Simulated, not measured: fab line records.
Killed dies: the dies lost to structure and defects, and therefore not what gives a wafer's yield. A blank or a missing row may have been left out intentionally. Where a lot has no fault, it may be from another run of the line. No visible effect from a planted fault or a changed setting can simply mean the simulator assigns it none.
Chamber matching :: flow nand_harc :: NHARC_P_STI_DESCUM_14 on rie_diel-11 has 4 sister chambers
The step chemistry O2, time 3 s. 8 wafers are shown with their chamber, then 12 later ones without.

EACH WAFER AND ITS CHAMBER
wafer: L083.3
chamber: 0
drypump_motor_current_A (A): 6.7
oes_product_au (a.u.): 0.998

wafer: L084.2
chamber: 0
drypump_motor_current_A (A): 6.6
oes_product_au (a.u.): 0.998

wafer: L084.1
chamber: 3
drypump_motor_current_A (A): 6.3
oes_product_au (a.u.): 0.999

wafer: L084.4
chamber: 2
drypump_motor_current_A (A): 5.9
oes_product_au (a.u.): 0.980

wafer: L084.5
chamber: 1
drypump_motor_current_A (A): 6.0
oes_product_au (a.u.): 1.004

wafer: L087.2
chamber: 3
drypump_motor_current_A (A): 6.3
oes_product_au (a.u.): 1.010

wafer: L087.4
chamber: 2
drypump_motor_current_A (A): 5.9
oes_product_au (a.u.): 0.988

wafer: L087.5
chamber: 1
drypump_motor_current_A (A): 6.0
oes_product_au (a.u.): 1.010

WAFERS WITH NO CHAMBER GIVEN
wafer: L089.1
drypump_motor_current_A (A): 5.9
oes_product_au (a.u.): 0.990

wafer: L089.3
drypump_motor_current_A (A): 6.0
oes_product_au (a.u.): 1.005

wafer: L089.4
drypump_motor_current_A (A): 6.3
oes_product_au (a.u.): 0.999

wafer: L093.1
drypump_motor_current_A (A): 6.6
oes_product_au (a.u.): 1.008

wafer: L093.3
drypump_motor_current_A (A): 6.0
oes_product_au (a.u.): 1.005

wafer: L093.6
drypump_motor_current_A (A): 5.9
oes_product_au (a.u.): 1.000

wafer: L094.2
drypump_motor_current_A (A): 6.6
oes_product_au (a.u.): 0.994

wafer: L094.3
drypump_motor_current_A (A): 5.9
oes_product_au (a.u.): 0.991

wafer: L094.4
drypump_motor_current_A (A): 6.2
oes_product_au (a.u.): 1.007

wafer: L097.1
drypump_motor_current_A (A): 6.0
oes_product_au (a.u.): 1.002

wafer: L097.4
drypump_motor_current_A (A): 6.6
oes_product_au (a.u.): 1.003

wafer: L097.6
drypump_motor_current_A (A): 5.9
oes_product_au (a.u.): 0.984

WHICH CHAMBER EACH WENT THROUGH
wafer: L089.1
from the rows above: 2
in truth: 2

wafer: L089.3
from the rows above: 1
in truth: 1

wafer: L089.4
from the rows above: 3
in truth: 3

wafer: L093.1
from the rows above: 0
in truth: 0

wafer: L093.3
from the rows above: 1
in truth: 1

wafer: L093.6
from the rows above: can't be placed: 2 or 1
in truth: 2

wafer: L094.2
from the rows above: 0
in truth: 0

wafer: L094.3
from the rows above: 2
in truth: 2

wafer: L094.4
from the rows above: 3
in truth: 3

wafer: L097.1
from the rows above: 1
in truth: 1

wafer: L097.4
from the rows above: 0
in truth: 0

wafer: L097.6
from the rows above: 2
in truth: 2
11 of 12 placed correctly. These rows do not allow placing 1 (true chamber among the candidates in 1). Placed wrongly: 0.
How it was worked out, from the rows above alone: a wafer's distance from a chamber is the root of the sum, over the readings, of the square of ((its reading less the chamber's mean) divided by the reading's scatter). If the next closest chamber is less than 2 further off than the closest, the wafer can't be placed; otherwise it belongs to the closest. The mean given for a chamber averages the wafers shown for that chamber. The scatter: take each reading less its chamber's mean, square it, sum over the shown wafers, divide by the number of wafers less the number of chambers, and take the root.
